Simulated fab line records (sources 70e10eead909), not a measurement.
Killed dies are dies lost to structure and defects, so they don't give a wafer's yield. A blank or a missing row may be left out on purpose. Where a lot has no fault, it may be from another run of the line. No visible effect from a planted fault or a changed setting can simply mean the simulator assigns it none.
Matching of chambers || flow nand-harc || 4 sister chambers for NHARC_A_ZERO_WELL_ETCH_13 on rie-si-04
The step etches the open film in HBr/Cl2, target depth 120 nm, time 40.1 s. 4 wafers are shown with their chamber, then 7 later ones without.

== WAFERS PAIRED WITH THEIR CHAMBERS ==
{"wafer": "L418.3", "chamber": 3, "drypump-motor-current-A (A)": 6.0}
{"wafer": "L418.5", "chamber": 1, "drypump-motor-current-A (A)": 6.3}
{"wafer": "L422.3", "chamber": 2, "drypump-motor-current-A (A)": 6.2}
{"wafer": "L422.4", "chamber": 0, "drypump-motor-current-A (A)": 5.6}

== WAFERS WITH NO CHAMBER GIVEN ==
{"wafer": "L422.5", "drypump-motor-current-A (A)": 6.2}
{"wafer": "L424.1", "drypump-motor-current-A (A)": 5.5}
{"wafer": "L424.3", "drypump-motor-current-A (A)": 6.2}
{"wafer": "L424.6", "drypump-motor-current-A (A)": 6.2}
{"wafer": "L429.1", "drypump-motor-current-A (A)": 6.0}
{"wafer": "L429.2", "drypump-motor-current-A (A)": 6.3}
{"wafer": "L429.5", "drypump-motor-current-A (A)": 6.0}

== EACH ONE'S CHAMBER ==
{"wafer": "L422.5", "from the rows above": 2, "in truth": 2}
{"wafer": "L424.1", "from the rows above": 0, "in truth": 0}
{"wafer": "L424.3", "from the rows above": 2, "in truth": 2}
{"wafer": "L424.6", "from the rows above": 2, "in truth": 2}
{"wafer": "L429.1", "from the rows above": 3, "in truth": 3}
{"wafer": "L429.2", "from the rows above": 1, "in truth": 1}
{"wafer": "L429.5", "from the rows above": 3, "in truth": 3}
Correct placement for 7 of the 7. Left unplaced by these rows: 0. Number placed wrongly: 0.
How it was worked out, from the rows above alone: a wafer's distance from a chamber is the root of the sum, over the readings, of the square of ((its reading less the chamber's mean) divided by the reading's scatter). If the next closest chamber is less than 2 further off than the closest, the wafer can't be placed; otherwise it belongs to the closest. A chamber's mean is the mean of its shown wafers. The scatter: with one shown wafer a chamber, the root of the mean of the squares of how far each hidden wafer lies from its nearest shown one.
